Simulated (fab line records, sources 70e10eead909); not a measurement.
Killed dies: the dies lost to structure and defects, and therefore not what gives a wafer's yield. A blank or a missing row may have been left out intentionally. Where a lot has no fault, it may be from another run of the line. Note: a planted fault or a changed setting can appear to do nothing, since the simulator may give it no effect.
Matching of chambers -- flow nand-harc -- NHARC_A_CONTACT_DEP_24 on pecvd-03: 3 sister chambers
The step deposits SiO2, target thk 500 nm. 14 wafers are shown with their chamber, then 7 later ones without.

== WAFERS WITH THEIR CHAMBER ==
wafer,chamber,heater-power-w (W),throttle-valve-pct (%),mfc-precursor-sccm (sccm)
L975.1,1,390,16.1,160.8
L975.2,2,666,16.5,161.0
L975.3,0,418,15.9,160.4
L977.2,2,647,16.9,161.5
L977.5,0,532,16.1,160.4
L977.6,2,690,16.8,162.1
L982.1,1,394,15.5,162.1
L982.2,2,785,16.6,161.0
L982.6,0,493,16.2,161.3
L983.3,1,389,15.5,161.4
L983.4,0,473,15.9,162.1
L983.5,2,668,16.6,161.6
L992.1,0,546,16.2,160.9
L992.4,0,556,16.1,160.8

SIGNATURES, as means of the wafers listed above
reading,chamber 0,chamber 1,chamber 2,scatter within a chamber
heater-power-w,503.00,391.00,691.20,48.3
throttle-valve-pct,16.067,15.700,16.680,0.2
mfc-precursor-sccm,160.983,161.433,161.440,0.585
Rule: a wafer lies at a distance from a chamber equal to the root of the sum of squares, over the readings, of (its reading less the chamber's mean, divided by the reading's scatter). The wafer belongs to the nearest chamber; if the next one is less than 2 further off, it can't be placed. The scatter is the square root of a quotient: the sum, over the shown wafers, of each reading's squared deviation from its chamber's mean, divided by wafers minus chambers.

== WAFERS WITHOUT THEIR CHAMBER ==
wafer,heater-power-w (W),throttle-valve-pct (%),mfc-precursor-sccm (sccm)
L992.6,440,15.3,162.2
L991.1,705,16.9,161.8
L991.2,544,16.1,160.4
L991.5,738,16.8,161.5
L996.1,440,15.5,161.6
L996.3,555,16.0,161.6
L996.6,417,16.0,161.8

== CHAMBER TAKEN BY EACH ==
wafer,from the rows above,in truth
L992.6,can't be placed: 1 or 0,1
L991.1,2,2
L991.2,0,0
L991.5,2,2
L996.1,can't be placed: 1 or 0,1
L996.3,0,0
L996.6,can't be placed: 1 or 0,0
Correctly placed: 4 of 7. Cannot be placed on the basis of these rows: 3; the candidates contain the true chamber in 3. Wrongly placed: 0.
